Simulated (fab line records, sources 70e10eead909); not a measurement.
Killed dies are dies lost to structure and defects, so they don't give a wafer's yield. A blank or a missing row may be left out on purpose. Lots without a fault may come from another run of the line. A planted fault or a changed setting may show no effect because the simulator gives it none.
Chamber matching | flow nand_harc | NHARC_A_BONDPAD_ETCH_12 on rie_diel-06: 3 sister chambers
The step etches the open film in CHF3/O2, target depth 220 nm, time 110 s. 16 wafers are shown with their chamber, then 6 later ones without.

WAFERS WITH THEIR CHAMBER
wafer  | chamber | rf_vpp_V (V) | drypump_motor_current_A (A) | rf_fwd_power_W (W)
L746.1 | 0       | 368          | 5.6                         | 497.3
L746.5 | 2       | 368          | 5.6                         | 496.5
L746.6 | 3       | 374          | 5.5                         | 495.4
L747.1 | 2       | 366          | 5.6                         | 498.4
L747.2 | 0       | 366          | 5.6                         | 498.2
L747.6 | 0       | 368          | 5.6                         | 496.5
L749.1 | 2       | 366          | 5.6                         | 500.0
L749.3 | 3       | 374          | 5.5                         | 495.2
L749.6 | 0       | 368          | 5.6                         | 499.1
L751.2 | 2       | 366          | 5.6                         | 499.5
L751.4 | 0       | 367          | 5.6                         | 496.2
L751.6 | 0       | 367          | 5.6                         | 497.0
L755.3 | 2       | 366          | 5.6                         | 499.3
L755.4 | 0       | 367          | 5.6                         | 495.8
L755.5 | 2       | 368          | 5.6                         | 498.8
L756.2 | 2       | 368          | 5.7                         | 499.0

SIGNATURES (means of the wafers above)
reading                 | chamber 0 | chamber 2 | chamber 3 | scatter within a chamber
rf_vpp_V                | 367.29    | 366.86    | 374.00    | 0.889
drypump_motor_current_A | 5.600     | 5.614     | 5.500     | 0.0257
rf_fwd_power_W          | 497.157   | 498.786   | 495.300   | 1.1
Rule: a wafer's distance from a chamber is the root of the sum, over the readings, of the square of ((its reading less the chamber's mean) divided by the reading's scatter). The wafer belongs to the nearest chamber; if the next one is less than 2 further off, it can't be placed. The scatter: the root of (the sum of the squares of (reading less its chamber's mean) over the shown wafers, divided by (wafers less chambers)).

WAFERS WITHOUT THEIR CHAMBER
wafer  | rf_vpp_V (V) | drypump_motor_current_A (A) | rf_fwd_power_W (W)
L756.3 | 366          | 5.6                         | 497.1
L756.5 | 375          | 5.5                         | 493.7
L757.2 | 374          | 5.6                         | 496.9
L757.5 | 366          | 5.6                         | 496.1
L766.1 | 367          | 5.6                         | 498.5
L766.5 | 373          | 5.5                         | 496.2

WHICH CHAMBER EACH WENT THROUGH
wafer  | from the rows above     | in truth
L756.3 | can't be placed: 0 or 2 | 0
L756.5 | 3                       | 3
L757.2 | 3                       | 3
L757.5 | can't be placed: 0 or 2 | 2
L766.1 | can't be placed: 2 or 0 | 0
L766.5 | 3                       | 3
Placed correctly: 3 of 6. Can't be placed from these rows: 3 (the true chamber is among the candidates in 3). Placed wrongly: 0.
